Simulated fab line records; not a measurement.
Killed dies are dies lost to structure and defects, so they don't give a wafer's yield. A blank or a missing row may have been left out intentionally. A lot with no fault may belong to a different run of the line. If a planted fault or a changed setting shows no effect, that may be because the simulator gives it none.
Comparing a struck lot with a sound one	flow n5 finfet	16 out of 1938 route steps
Sound: wafers L844.2, L844.4, L844.6. Struck: wafer L850.3 (left out: L850.1, L850.5 of the same lot, which were not struck); the cause appears at the end.
Order at every step that has rows: each side's tool, ch and its chambers, its first start. Under that, the readings that differ: sound wafers	struck wafers	difference of the means	sigmas: that difference in standard deviations of wafers without a fault.
alike: readings whose means differ by less than 2 such deviations, and words and numbers that are the same on both sides. not compared: withheld readings, readings that some wafer has no value for, bounds like >300 that may hide the same value, and numbers for which the record gives no deviation and whose values overlap.
A row with sigmas, a row that says differs or no value, or rows on one side alone: a step with any of these is where the two part. Numbers that have no deviation but don't overlap get no sigmas and don't part them. A reading missing from all wafers of one side parts the sides only when that side holds two or more wafers.

first, 1 step without rows for these wafers: N5_BEOL_M0_CUTY_STRIP_64 (strips in N2/H2).
N5_BEOL_M0_ETCH_138: etches SiCN in CH3F/O2, target depth 12 nm, time 31.6 s.
  sound on rie diel-05 ch 1,2,3, day 6 14:19; struck on rie diel-04 ch 0, day 8 02:59
  alike: bias w, drypump motor current A, etch rf on time s, oes product au, rf vpp V, showerhead plenum p Torr, throttle valve pct
  not compared: rf hours counter h
N5_BEOL_M0_HM_OPEN_105: chemistry Cl2/BCl3, target TiN, target depth 12 nm.
  sound on rie metal-02 ch 1, day 6 17:10; struck on rie metal-01 ch 1, day 8 04:29
  alike: drypump motor current A, oes product au, throttle valve pct
  not compared: rf hours counter h
N5_BEOL_M0_STRIP_140: strips in CF4.
  sound on rie diel-06 ch 1,2,3, day 6 17:20; struck on rie diel-05 ch 0, day 8 04:40
  alike: cf4 flow sccm, drypump motor current A, oes product au, rf vpp V, showerhead plenum p Torr, throttle valve pct
  not compared: rf hours counter h
N5_BEOL_M0_STRIP_104: strips in N2/H2.
  sound on rie diel-06 ch 1,2,3, day 6 17:22; struck on rie diel-05 ch 0, day 8 04:41
  alike: drypump motor current A, oes product au, rf vpp V, showerhead plenum p Torr, throttle valve pct
  not compared: rf hours counter h
then, 1 step without rows for these wafers: N5_BEOL_M0_WET_ETCH_106 (etches SiO2 in DHF, target depth 130 nm, rinse time 30 s).
N5_BEOL_M0_ETCH_128: etches SiCN in CF4/N2, target depth 12 nm, overetch 5.1 nm, time 21.4 s.
  sound on rie diel-04 ch 1,2, day 6 17:43; struck on rie diel-06 ch 0, day 8 04:48
  alike: bias w, cf4 flow sccm, drypump motor current A, oes product au, rf vpp V, showerhead plenum p Torr, throttle valve pct
  not compared: rf hours counter h
then, 2 steps without rows for these wafers: N5_BEOL_M0_TRENCH_ETCH_107 (etches SiOC in C4F6/O2, target depth 32.8 nm, time 16.4 s); N5_BEOL_M0_STRIP_142 (strips in N2/H2, time 10 s).
N5_BEOL_M0_OCD_MEAS_108:
  sound: ocd-02 at day 6 17:51; struck: ocd-01 at day 8 05:01
  alike: trench depth nm
then, 2 steps without rows for these wafers: N5_BEOL_M0_HM_STRIP_129 (strips TiN in peroxide tin strip, target depth 17 nm, time 108 s); N5_BEOL_M0_SRD_130 (time 30 s).
N5_BEOL_M0_ETCH_109: etches SiCN in CH3F/O2, target depth 8 nm, overetch 2.4 nm, time 27.4 s.
  sound on rie diel-04 ch 0,1, day 6 18:26; struck on rie diel-06 ch 1, day 8 05:08
reading	sound	struck	difference	sigmas
bias w (W)	74.55 75.10 74.78	47.78	-27.03	-99 or more
rf vpp V (V)	299.3 293.3 300.6	222.1	-75.6	-47
  alike: drypump motor current A, oes product au, showerhead plenum p Torr, throttle valve pct
  not compared: rf hours counter h
then, 1 step without rows for these wafers: N5_BEOL_M0_STRIP_139 (strips in post etch residue remover, time 60 s).
-- here the record skips 2 days between the struck wafers' starts before and after, leaving off in module BEOL_M0 and picking up in module BEOL_M4 (first step shown: number 1111 of the route) --
N5_BEOL_M4_RC_MEAS_101:
  sound on prober-02 ch 0, day 9 05:07; struck on prober-01 ch 0, day 10 15:16
  alike: DIBL_N, DIBL_P, IOFF_N, IOFF_P, ION_N, ION_P, SS_N, SS_P, VT_N, VT_P
-- record jumps: 4 days separate the struck wafers' starts on either side; left off in module BEOL_M4, taken up again in module PASSIVATION, whose first shown step is the route's number 1936 --
N5_PASSIVATION_PROBE_49:
  sound: prober-02 at day 14 05:00; struck: prober-02 at day 14 20:20
reading	sound	struck	difference	sigmas
killed_at_M0_to_M3	23 32 14	48	+25	+2
killed at front end	47 55 47	25	-25	-2
  alike: defect limited yield, killed_at_M4_up, killed at contacts, killed at other, killed dies, killed open, killed short, sort_bin_5_function, sort_bin_6_memory, sort n pass, sort yield pct

== WHERE THEY PART ==
Earliest at N5_BEOL_M0_ETCH_109; latest, in this record, at N5_PASSIVATION_PROBE_49.

WHY: what the simulator had put in
rie diel-06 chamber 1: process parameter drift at N5_BEOL_M0_ETCH_109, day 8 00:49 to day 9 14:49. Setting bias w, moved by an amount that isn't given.
